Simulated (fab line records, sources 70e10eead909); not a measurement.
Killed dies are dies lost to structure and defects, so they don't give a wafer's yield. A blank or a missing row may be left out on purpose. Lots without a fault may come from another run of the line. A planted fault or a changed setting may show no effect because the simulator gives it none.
Which tool did it? | flow nand_harc | 20 lots, 60 wafers sampled, at 6 steps of a route of 1302

WHAT THE GAUGES READ, wafer by wafer
The record holds no reading of a measuring or inspecting step that can be judged against a usual standard deviation.

WHICH TOOL RAN EACH LOT (tool, then ch and the chambers of the sampled wafers, then the start)
lot  | NHARC_A_STAIRCASE_ETCH_194                    | NHARC_A_STAIRCASE_ETCH_227                    | NHARC_A_STAIRCASE_ETCH_236                    | NHARC_A_STAIRCASE_STRIP_274                   | NHARC_A_STAIRCASE_DESCUM_291       | NHARC_A_STAIRCASE_ETCH_452
L074 | rie_diel-03 ch 2,3, day 16 13:41 or earlier   | rie_diel-08 ch 2,3, day 16 13:41 or earlier   | rie_diel-03 ch 0,2,3, day 16 13:41 or earlier | rie_diel-03 ch 0,1, day 16 13:41 or earlier   | rie_diel-02 ch 0,3, day 16 13:41   | rie_diel-02 ch 0,2, no start
L075 | rie_diel-08 ch 0,1,2, day 16 20:35 or earlier | rie_diel-08 ch 0,3, day 16 20:35 or earlier   | rie_diel-08 ch 2,3, day 16 20:35 or earlier   | rie_diel-03 ch 1,3, day 16 20:35 or earlier   | rie_diel-02 ch 0,2, day 16 20:35   | rie_diel-02 ch 0,2,3, no start
L077 | rie_diel-03 ch 1,2,3, day 18 08:20 or earlier | rie_diel-03 ch 1,2, day 18 08:20 or earlier   | rie_diel-03 ch 2,3, day 18 08:20 or earlier   | rie_diel-08 ch 1,3, day 18 08:20 or earlier   | rie_diel-02 ch 1,3, day 18 08:20   | rie_diel-02 ch 1,2,3, no start
L078 | rie_diel-03 ch 0,2,3, day 18 12:18 or earlier | rie_diel-03 ch 2,3, day 18 12:18 or earlier   | rie_diel-02 ch 1,2, day 18 12:18 or earlier   | rie_diel-03 ch 1,3, day 18 12:18 or earlier   | rie_diel-03 ch 0,1,3, day 18 12:18 | rie_diel-03 ch 1,2,3, no start
L079 | rie_diel-03 ch 1,2,3, day 19 01:53 or earlier | rie_diel-02 ch 0,1,2, day 19 01:53 or earlier | rie_diel-02 ch 0,1,2, day 19 01:53 or earlier | rie_diel-08 ch 1,2,3, day 19 01:53 or earlier | rie_diel-02 ch 0,1,2, day 19 01:53 | rie_diel-02 ch 0,2,3, no start
L081 | rie_diel-08 ch 0,2,3, day 19 22:37 or earlier | rie_diel-08 ch 0,3, day 19 22:37 or earlier   | rie_diel-08 ch 1,2,3, day 19 22:37 or earlier | rie_diel-08 ch 1,2, day 19 22:37 or earlier   | rie_diel-02 ch 0,3, day 19 22:37   | rie_diel-02 ch 0,3, day 19 23:24
L083 | rie_diel-03 ch 0,2,3, day 20 00:32 or earlier | rie_diel-03 ch 0,1,3, day 20 00:32 or earlier | rie_diel-08 ch 0,1,2, day 20 00:32 or earlier | rie_diel-03 ch 0,1,3, day 20 00:32 or earlier | rie_diel-08 ch 0,1,2, day 20 00:32 | rie_diel-08 ch 0,1,3, no start
L084 | rie_diel-08 ch 2,3, day 21 08:15 or earlier   | rie_diel-03 ch 0,3, day 21 08:15 or earlier   | rie_diel-03 ch 0,1,3, day 21 08:15 or earlier | rie_diel-08 ch 1,2, day 21 08:15 or earlier   | rie_diel-02 ch 2,3, day 21 08:15   | rie_diel-02 ch 0,1, no start
L086 | rie_diel-08 ch 1,3, day 21 11:56 or earlier   | rie_diel-03 ch 0,1, day 21 11:56 or earlier   | rie_diel-03 ch 0,1,3, day 21 11:56 or earlier | rie_diel-03 ch 0,1,2, day 21 11:56 or earlier | rie_diel-03 ch 1,2, day 21 11:56   | rie_diel-03 ch 0,1, no start
L085 | rie_diel-03 ch 0,2,3, day 21 13:47 or earlier | rie_diel-08 ch 1,3, day 21 13:47 or earlier   | rie_diel-08 ch 0,2,3, day 21 13:47 or earlier | rie_diel-03 ch 0,1,3, day 21 13:47 or earlier | rie_diel-02 ch 0,1,2, day 21 13:47 | rie_diel-02 ch 0,1,3, no start
L087 | rie_diel-08 ch 1,2, day 22 02:13 or earlier   | rie_diel-08 ch 1,2,3, day 22 02:13 or earlier | rie_diel-08 ch 1,2,3, day 22 02:13 or earlier | rie_diel-03 ch 1,2,3, day 22 02:13 or earlier | rie_diel-08 ch 0,1,3, day 22 02:13 | rie_diel-08 ch 0,2,3, no start
L088 | rie_diel-08 ch 0,1,2, day 22 14:44 or earlier | rie_diel-03 ch 0,1, day 22 14:44 or earlier   | rie_diel-08 ch 0,1, day 22 14:44 or earlier   | rie_diel-03 ch 2,3, day 22 14:44 or earlier   | rie_diel-08 ch 2,3, day 22 14:44   | rie_diel-08 ch 0,1,2, no start
L089 | rie_diel-02 ch 1,2, day 22 15:11 or earlier   | rie_diel-02 ch 0,1,2, day 22 15:11 or earlier | rie_diel-03 ch 1,2, day 22 15:11 or earlier   | rie_diel-03 ch 1,2, day 22 15:11 or earlier   | rie_diel-02 ch 0,3, day 22 15:11   | rie_diel-02 ch 0,1,2, no start
L091 | rie_diel-03 ch 1,2,3, day 23 13:05 or earlier | rie_diel-03 ch 0,1, day 23 13:05 or earlier   | rie_diel-08 ch 1,2,3, day 23 13:05 or earlier | rie_diel-03 ch 0,2,3, day 23 13:05 or earlier | rie_diel-08 ch 1,2, day 23 13:05   | rie_diel-08 ch 0,2,3, no start
L092 | rie_diel-02 ch 0,1,3, day 24 16:00 or earlier | rie_diel-02 ch 0,2, day 24 16:00 or earlier   | rie_diel-02 ch 0,1,2, day 24 16:00 or earlier | rie_diel-03 ch 1,2,3, day 24 16:00 or earlier | rie_diel-08 ch 1,2, day 24 16:00   | rie_diel-08 ch 2,3, no start
L093 | rie_diel-03 ch 0,2, day 24 17:43 or earlier   | rie_diel-02 ch 0,1, day 24 17:43 or earlier   | rie_diel-02 ch 0,2, day 24 17:43 or earlier   | rie_diel-02 ch 1,2,3, day 24 17:43 or earlier | rie_diel-03 ch 0,1,3, day 24 17:43 | rie_diel-03 ch 1,3, no start
L095 | rie_diel-08 ch 1,2, day 25 13:43 or earlier   | rie_diel-08 ch 0,1,3, day 25 13:43 or earlier | rie_diel-08 ch 0,1,3, day 25 13:43 or earlier | rie_diel-02 ch 1,2,3, day 25 13:43 or earlier | rie_diel-08 ch 1,2, day 25 13:43   | rie_diel-08 ch 0,3, no start
L094 | rie_diel-03 ch 0,3, day 25 14:01 or earlier   | rie_diel-08 ch 1,2,3, day 25 14:01 or earlier | rie_diel-08 ch 1,3, day 25 14:01 or earlier   | rie_diel-03 ch 0,2, day 25 14:01 or earlier   | rie_diel-03 ch 2,3, day 25 14:01   | rie_diel-03 ch 0,2,3, no start
L097 | rie_diel-08 ch 2,3, day 25 22:28 or earlier   | rie_diel-08 ch 1,2, day 25 22:28 or earlier   | rie_diel-02 ch 0,2, day 25 22:28 or earlier   | rie_diel-02 ch 0,3, day 25 22:28 or earlier   | rie_diel-08 ch 0,1,3, day 25 22:28 | rie_diel-08 ch 0,3, no start
L096 | rie_diel-03 ch 1,2,3, day 25 22:52 or earlier | rie_diel-08 ch 0,1,2, day 25 22:52 or earlier | rie_diel-08 ch 1,2,3, day 25 22:52 or earlier | rie_diel-02 ch 0,1,3, day 25 22:52 or earlier | rie_diel-08 ch 1,2,3, day 25 22:52 | rie_diel-08 ch 0,1,3, no start
- NHARC_A_STAIRCASE_ETCH_194: etches the open film in C4F8/O2, target depth 100 nm, time 40.5 s.
- NHARC_A_STAIRCASE_ETCH_227: etches the open film in C4F8/O2, target depth 100 nm, time 40.5 s.
- NHARC_A_STAIRCASE_ETCH_236: etches the open film in C4F8/O2, target depth 100 nm, time 40.5 s.
- NHARC_A_STAIRCASE_STRIP_274: strips in O2.
- NHARC_A_STAIRCASE_DESCUM_291: chemistry O2, time 3 s.
- NHARC_A_STAIRCASE_ETCH_452: etches the open film in CF4/O2, target depth 30 nm, overetch 3 nm, time 16.5 s.

WHAT THE TOOLS THEMSELVES READ (means of the sampled wafers that have a number; where no wafer has one, the mark that the record gives instead)
NHARC_A_STAIRCASE_ETCH_194. Usual: oes_product_au 0.941 a.u., standard deviation 0.01; rf_fwd_power_W 592.9 W, standard deviation 2.3; rf_vpp_V 896 V, standard deviation 5.2.
lot  | tool        | oes_product_au (a.u.) | rf_fwd_power_W (W) | rf_vpp_V (V) | flag
L074 | rie_diel-03 | 0.942                 | 590.2              | 895          |
L075 | rie_diel-08 | 0.946                 | 592.7              | 895          |
L077 | rie_diel-03 | 0.937                 | 592.9              | 898          |
L078 | rie_diel-03 | 0.933                 | 591.4              | 896          |
L079 | rie_diel-03 | 0.921                 | 592.1              | 898          |
L081 | rie_diel-08 | 0.932                 | 592.6              | 898          |
L083 | rie_diel-03 | 0.924                 | 590.7              | 896          |
L084 | rie_diel-08 | 0.944                 | 596.4              | 901          |
L086 | rie_diel-08 | 0.949                 | 594.6              | 899          |
L085 | rie_diel-03 | 0.937                 | 590.8              | 896          |
L087 | rie_diel-08 | 0.949                 | 594.4              | 895          |
L088 | rie_diel-08 | 0.954                 | 594.2              | 893          |
L089 | rie_diel-02 | 0.947                 | 593.3              | 902          |
L091 | rie_diel-03 | 0.949                 | 593.3              | 898          |
L092 | rie_diel-02 | 0.948                 | 594.5              | 894          |
L093 | rie_diel-03 | 0.955                 | 591.6              | 891          |
L095 | rie_diel-08 | 0.947                 | 595.0              | 893          |
L094 | rie_diel-03 | 0.942                 | 590.7              | 899          |
L097 | rie_diel-08 | 0.942                 | 595.2              | 898          |
L096 | rie_diel-03 | 0.933                 | 592.3              | 897          |

NHARC_A_STAIRCASE_ETCH_227. Usual: oes_product_au 0.943 a.u., standard deviation 0.01; rf_fwd_power_W 593.0 W, standard deviation 2.4; rf_vpp_V 896 V, standard deviation 5.
lot  | tool        | oes_product_au (a.u.) | rf_fwd_power_W (W) | rf_vpp_V (V) | flag
L074 | rie_diel-08 | 0.942                 | 593.3              | 902          |
L075 | rie_diel-08 | 0.953                 | 593.5              | 900          |
L077 | rie_diel-03 | 0.935                 | 595.4              | 897          |
L078 | rie_diel-03 | 0.930                 | 591.9              | 896          |
L079 | rie_diel-02 | 0.947                 | 595.6              | 899          |
L081 | rie_diel-08 | 0.941                 | 593.1              | 899          |
L083 | rie_diel-03 | 0.937                 | 592.0              | 900          |
L084 | rie_diel-03 | 0.945                 | 591.3              | 900          |
L086 | rie_diel-03 | 0.951                 | 591.5              | 895          |
L085 | rie_diel-08 | 0.948                 | 593.4              | 895          |
L087 | rie_diel-08 | 0.949                 | 594.9              | 897          |
L088 | rie_diel-03 | 0.948                 | 592.6              | 896          |
L089 | rie_diel-02 | 0.949                 | 593.7              | 898          |
L091 | rie_diel-03 | 0.929                 | 590.8              | 895          |
L092 | rie_diel-02 | 0.942                 | 594.2              | 897          |
L093 | rie_diel-02 | 0.945                 | 594.5              | 896          |
L095 | rie_diel-08 | 0.940                 | 593.5              | 896          |
L094 | rie_diel-08 | 0.934                 | 592.8              | 897          |
L097 | rie_diel-08 | 0.936                 | 592.2              | 894          |
L096 | rie_diel-08 | 0.930                 | 595.0              | 894          |

NHARC_A_STAIRCASE_ETCH_236. Usual: oes_product_au 0.944 a.u., standard deviation 0.0095; rf_fwd_power_W 593.3 W, standard deviation 2.5; rf_vpp_V 896 V, standard deviation 5.2.
lot  | tool        | oes_product_au (a.u.) | rf_fwd_power_W (W) | rf_vpp_V (V) | flag
L074 | rie_diel-03 | 0.952                 | 589.7              | 896          |
L075 | rie_diel-08 | 0.958                 | 594.6              | 899          |
L077 | rie_diel-03 | 0.941                 | 590.6              | 900          |
L078 | rie_diel-02 | 0.956                 | 594.2              | 901          |
L079 | rie_diel-02 | 0.943                 | 595.4              | 899          |
L081 | rie_diel-08 | 0.947                 | 595.5              | 898          |
L083 | rie_diel-08 | 0.943                 | 594.6              | 895          |
L084 | rie_diel-03 | 0.946                 | 591.3              | 899          |
L086 | rie_diel-03 | 0.944                 | 594.5              | 898          |
L085 | rie_diel-08 | 0.951                 | 593.6              | 898          |
L087 | rie_diel-08 | 0.945                 | 594.5              | 898          |
L088 | rie_diel-08 | 0.941                 | 592.7              | 893          |
L089 | rie_diel-03 | 0.947                 | 591.1              | 893          |
L091 | rie_diel-08 | 0.952                 | 592.1              | 897          |
L092 | rie_diel-02 | 0.948                 | 593.6              | 899          |
L093 | rie_diel-02 | 0.940                 | 592.5              | 897          |
L095 | rie_diel-08 | 0.934                 | 594.3              | 895          |
L094 | rie_diel-08 | 0.935                 | 591.0              | 899          |
L097 | rie_diel-02 | 0.950                 | 592.3              | 894          |
L096 | rie_diel-08 | 0.944                 | 592.5              | 897          |

NHARC_A_STAIRCASE_STRIP_274. Usual: drypump_motor_current_A 6.0 A, standard deviation 0.37; o2_flow_sccm 500.2 sccm, standard deviation 1.3; oes_product_au 0.998 a.u., standard deviation 0.0079; rf_vpp_V 57.8 V, standard deviation 0.87; showerhead_plenum_p_Torr 3.56 Torr, standard deviation 0.15; throttle_valve_pct 17.036 %, standard deviation 0.0092.
lot  | tool        | drypump_motor_current_A (A) | o2_flow_sccm (sccm) | oes_product_au (a.u.) | rf_vpp_V (V) | showerhead_plenum_p_Torr (Torr) | throttle_valve_pct (%) | flag
L074 | rie_diel-03 | 5.7                         | 500.2               | 0.992                 | 58.0         | 3.52                            | 17.037                 |
L075 | rie_diel-03 | 5.8                         | 500.6               | 1.002                 | 57.6         | 3.69                            | 17.031                 |
L077 | rie_diel-08 | 6.0                         | 500.7               | 1.004                 | 58.3         | 3.63                            | 17.031                 |
L078 | rie_diel-03 | 6.0                         | 501.8               | 0.989                 | 58.1         | 3.72                            | 17.043                 |
L079 | rie_diel-08 | 6.0                         | 498.6               | 1.003                 | 57.8         | 3.58                            | 17.041                 |
L081 | rie_diel-08 | 6.1                         | 500.6               | 1.003                 | 57.8         | 3.52                            | 17.040                 |
L083 | rie_diel-03 | 5.8                         | 498.9               | 0.997                 | 58.2         | 3.60                            | 17.030                 |
L084 | rie_diel-08 | 5.9                         | 501.7               | 1.008                 | 57.6         | 3.47                            | 17.035                 |
L086 | rie_diel-03 | 5.9                         | 499.7               | 0.995                 | 56.8         | 3.48                            | 17.035                 |
L085 | rie_diel-03 | 5.8                         | 500.7               | 1.003                 | 57.4         | 3.60                            | 17.028                 |
L087 | rie_diel-03 | 6.1                         | 499.6               | 1.001                 | 58.2         | 3.58                            | 17.032                 |
L088 | rie_diel-03 | 6.4                         | 500.1               | 0.999                 | 57.6         | 3.49                            | 17.041                 |
L089 | rie_diel-03 | 6.1                         | 500.5               | 0.998                 | 58.2         | 3.46                            | 17.034                 |
L091 | rie_diel-03 | 6.1                         | 499.6               | 0.993                 | 58.0         | 3.51                            | 17.042                 |
L092 | rie_diel-03 | 6.1                         | 500.6               | 1.001                 | 58.2         | 3.57                            | 17.021                 |
L093 | rie_diel-02 | 6.0                         | 500.9               | 0.989                 | 58.2         | 3.54                            | 17.034                 |
L095 | rie_diel-02 | 5.9                         | 498.9               | 0.982                 | 58.1         | 3.71                            | 17.036                 |
L094 | rie_diel-03 | 6.0                         | 501.4               | 0.996                 | 58.3         | 3.39                            | 17.041                 |
L097 | rie_diel-02 | 5.8                         | 500.9               | 0.993                 | 58.3         | 3.68                            | 17.038                 |
L096 | rie_diel-02 | 5.8                         | 500.6               | 0.991                 | 57.8         | 3.65                            | 17.037                 |

NHARC_A_STAIRCASE_DESCUM_291. Usual: drypump_motor_current_A 6.0 A, standard deviation 0.34; o2_flow_sccm 200.0 sccm, standard deviation 0.55; oes_product_au 0.999 a.u., standard deviation 0.0075; rf_vpp_V 57.7 V, standard deviation 0.9; showerhead_plenum_p_Torr 1.91 Torr, standard deviation 0.085; throttle_valve_pct 11.311 %, standard deviation 0.0088.
lot  | tool        | drypump_motor_current_A (A) | o2_flow_sccm (sccm) | oes_product_au (a.u.) | rf_vpp_V (V) | showerhead_plenum_p_Torr (Torr) | throttle_valve_pct (%) | flag
L074 | rie_diel-02 | 5.8                         | 200.5               | 0.998                 | 57.6         | 1.82                            | 11.311                 |
L075 | rie_diel-02 | 6.2                         | 200.0               | 0.998                 | 57.5         | 1.90                            | 11.310                 |
L077 | rie_diel-02 | 5.7                         | 199.9               | 0.998                 | 57.1         | 1.87                            | 11.310                 |
L078 | rie_diel-03 | 5.8                         | 199.8               | 1.001                 | 57.7         | 1.96                            | 11.299                 |
L079 | rie_diel-02 | 6.0                         | 200.0               | 0.999                 | 58.0         | 1.96                            | 11.305                 |
L081 | rie_diel-02 | 5.9                         | 200.4               | 0.995                 | 56.9         | 1.81                            | 11.312                 |
L083 | rie_diel-08 | 6.1                         | 199.6               | 1.003                 | 58.7         | 1.89                            | 11.311                 |
L084 | rie_diel-02 | 6.1                         | 199.4               | 0.993                 | 56.9         | 1.84                            | 11.313                 |
L086 | rie_diel-03 | 6.1                         | 199.8               | 0.991                 | 57.5         | 1.88                            | 11.313                 |
L085 | rie_diel-02 | 6.0                         | 200.1               | 1.002                 | 58.2         | 1.95                            | 11.312                 |
L087 | rie_diel-08 | 6.1                         | 199.7               | 1.002                 | 57.5         | 1.91                            | 11.314                 |
L088 | rie_diel-08 | 6.1                         | 199.7               | 1.004                 | 59.0         | 1.99                            | 11.303                 |
L089 | rie_diel-02 | 5.8                         | 199.9               | 0.992                 | 57.8         | 1.80                            | 11.314                 |
L091 | rie_diel-08 | 6.0                         | 200.1               | 1.004                 | 57.6         | 1.90                            | 11.315                 |
L092 | rie_diel-08 | 5.9                         | 200.2               | 1.005                 | 57.1         | 1.87                            | 11.316                 |
L093 | rie_diel-03 | 5.8                         | 200.6               | 1.003                 | 58.5         | 1.94                            | 11.312                 |
L095 | rie_diel-08 | 6.0                         | 200.0               | 1.004                 | 57.2         | 1.89                            | 11.306                 |
L094 | rie_diel-03 | 6.3                         | 199.7               | 1.001                 | 57.8         | 1.95                            | 11.316                 |
L097 | rie_diel-08 | 6.0                         | 200.0               | 1.001                 | 58.6         | 1.90                            | 11.313                 |
L096 | rie_diel-08 | 5.9                         | 200.3               | 0.991                 | 57.4         | 1.92                            | 11.311                 |

NHARC_A_STAIRCASE_ETCH_452. Usual: drypump_motor_current_A 6.0 A, standard deviation 0.36; o2_flow_sccm 20.00 sccm, standard deviation 0.065; oes_o_777_au 1.000 a.u., standard deviation 0.0046; oes_product_au 0.999 a.u., standard deviation 0.0072; rf_fwd_power_W 294.6 W, standard deviation 1.5; rf_vpp_V 197.8 V, standard deviation 1.4; showerhead_plenum_p_Torr 1.33 Torr, standard deviation 0.059; throttle_valve_pct 13.398 %, standard deviation 0.0099.
lot  | tool        | drypump_motor_current_A (A) | o2_flow_sccm (sccm) | oes_o_777_au (a.u.) | oes_product_au (a.u.) | rf_fwd_power_W (W) | rf_vpp_V (V) | showerhead_plenum_p_Torr (Torr) | throttle_valve_pct (%) | flag
L074 | rie_diel-02 | 6.4                         | 20.07               | 1.002               | 0.999                 | 295.5              | 198.6        | 1.35                            | 13.397                 |
L075 | rie_diel-02 | 6.1                         | 20.00               | 0.999               | 0.998                 | 293.8              | 197.3        | 1.31                            | 13.400                 |
L077 | rie_diel-02 | 6.0                         | 20.00               | 1.001               | 0.998                 | 295.6              | 197.2        | 1.35                            | 13.396                 |
L078 | rie_diel-03 | 6.1                         | 19.99               | 0.998               | 0.993                 | 293.4              | 198.0        | 1.36                            | 13.393                 |
L079 | rie_diel-02 | 6.1                         | 19.99               | 0.997               | 0.998                 | 294.9              | 196.6        | 1.31                            | 13.399                 |
L081 | rie_diel-02 | 5.9                         | 20.01               | 1.003               | 1.005                 | 294.5              | 197.0        | 1.28                            | 13.395                 |
L083 | rie_diel-08 | 6.1                         | 19.95               | 1.000               | 1.000                 | 294.8              | 197.3        | 1.34                            | 13.398                 |
L084 | rie_diel-02 | 5.6                         | 20.06               | 1.003               | 0.999                 | 296.3              | 198.8        | 1.38                            | 13.399                 |
L086 | rie_diel-03 | 5.7                         | 19.93               | 0.999               | 1.000                 | 293.9              | 197.7        | 1.32                            | 13.405                 |
L085 | rie_diel-02 | 5.8                         | 20.00               | 0.996               | 0.998                 | 295.2              | 196.9        | 1.32                            | 13.385                 |
L087 | rie_diel-08 | 6.2                         | 19.96               | 1.004               | 0.995                 | 294.7              | 198.9        | 1.35                            | 13.396                 |
L088 | rie_diel-08 | 6.1                         | 19.97               | 1.001               | 1.003                 | 295.3              | 198.2        | 1.31                            | 13.396                 |
L089 | rie_diel-02 | 6.0                         | 19.98               | 1.000               | 1.002                 | 295.4              | 198.4        | 1.36                            | 13.404                 |
L091 | rie_diel-08 | 6.2                         | 19.95               | 0.998               | 0.997                 | 294.2              | 198.3        | 1.35                            | 13.387                 |
L092 | rie_diel-08 | 6.1                         | 20.09               | 1.005               | 1.004                 | 296.4              | 198.6        | 1.36                            | 13.401                 |
L093 | rie_diel-03 | 6.0                         | 19.93               | 0.998               | 1.010                 | 294.0              | 199.9        | 1.40                            | 13.390                 |
L095 | rie_diel-08 | 6.2                         | 20.04               | 1.000               | 0.998                 | 293.6              | 198.0        | 1.36                            | 13.403                 |
L094 | rie_diel-03 | 6.1                         | 20.01               | 0.997               | 0.997                 | 292.3              | 197.3        | 1.32                            | 13.398                 |
L097 | rie_diel-08 | 6.3                         | 20.03               | 1.001               | 1.007                 | 293.5              | 197.2        | 1.33                            | 13.396                 |
L096 | rie_diel-08 | 6.0                         | 20.01               | 0.998               | 1.006                 | 294.3              | 198.4        | 1.33                            | 13.399                 |

THE ANSWER, worked out from the rows above alone
Rule: a lot is off if the mean of its wafers that have a number lies more than 3 standard deviations from the usual mean. A lot without any number at a reading at which 4 lots or more have one is off too. The other lots that the step has rows for count as sound. The gauges are gone through in route order, then the tools' own readings, and for those a lot's mean is taken as printed above. The first step at which some lot is off is used, and at that step the reading that is off furthest; a lot without a number counts as furthest.
No lot is off at any reading shown: from this, nothing can be told.

WHAT THE SIMULATOR HAD PUT IN
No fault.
